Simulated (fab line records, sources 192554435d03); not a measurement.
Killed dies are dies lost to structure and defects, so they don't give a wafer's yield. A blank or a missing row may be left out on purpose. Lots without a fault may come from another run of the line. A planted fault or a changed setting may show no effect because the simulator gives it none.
Problem report in the 8D (eight disciplines) form, filled by code | flow n5_finfet | the parts of the form that need people (team, actions taken, sign-off) are left out

1. THE PROBLEM
susceptor_temp_C at N5_BEOL_M11_PECVD_70 reads a mean of 388.32 C on 2 wafers of 2 lots; wafers without a fault read 399.96 C with a standard deviation of 0.23. That is -51 standard deviations from the usual mean.
The step: deposits SiO2 from TEOS/O2, target thk 20 nm, time 22.7 s.
First seen on wafer L592.4, day 11 15:25, on pecvd-02. The record holds 35 wafers of 13 lots with a number at this step. Rule for "out", or "out of limits": more than 4 standard deviations from the usual mean. The other wafers with a number count as sound.

2. WHAT IT IS AND WHAT IT IS NOT
question                    | is                     | is not
which readings at this step | susceptor_temp_C       | heater_power_w, rf_fwd_power_W, showerhead_plenum_p_Torr, throttle_valve_pct
which lots                  | L592, L593             | L586, L587, L590, L591, L594, L597, L600, L602, L604, L606, L608
which wafers of those lots  | all that have a number | -
read on which tools         | pecvd-02               | pecvd-01, pecvd-04
when                        | from day 11 15:25      | up to then (12 sound wafers); but 21 sound wafers of L594, L597, L600, L602, L604, L606, L608 came after

3. SUSPECTS, AND WHAT RULES EACH OUT
Counting: a tool at a process step up to the reading stays a suspect if it ran every lot that is out and no sound lot after the first of them.
- pecvd-02 at N5_BEOL_M11_PECVD_70 (deposits SiO2 from TEOS/O2, target thk 20 nm, time 22.7 s): kept. It ran every lot that is out, first L592 (day 11 15:25), and no sound lot after that; its last sound lot up to then is L591 (day 11 06:59). Its own readings are out on those wafers: susceptor_temp_C.
Left after counting: pecvd-02 at N5_BEOL_M11_PECVD_70.

4. THE CAUSE (what the simulator had put in)
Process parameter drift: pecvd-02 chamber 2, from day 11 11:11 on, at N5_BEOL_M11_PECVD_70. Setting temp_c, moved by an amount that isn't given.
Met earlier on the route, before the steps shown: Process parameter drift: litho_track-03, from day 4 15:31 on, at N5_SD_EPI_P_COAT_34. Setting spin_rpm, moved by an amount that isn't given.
Counting left only this tool.

5. THE CHAIN OF EFFECTS, in route order
Each row: a reading whose mean over the struck wafers that have a number lies more than 3 standard deviations from the usual. Only readings for which the record gives a usual standard deviation are gone through. hours: the time from each lot's start at the first step in this table that gives one to its start at this step, as a median over the lots. sigmas: the change in usual standard deviations.
hours | step                 | reading          | usual    | on struck wafers | change | sigmas
0     | N5_BEOL_M11_PECVD_70 | susceptor_temp_C | 399.96 C | 388.32           | -11.63 | -51
The process steps in it:
- N5_BEOL_M11_PECVD_70: deposits SiO2 from TEOS/O2, target thk 20 nm, time 22.7 s.

6. WHAT WOULD HAVE CAUGHT IT SOONER
In this record the first reading out of limits was taken at day 11 15:25, 4 hours after the fault began at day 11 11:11.
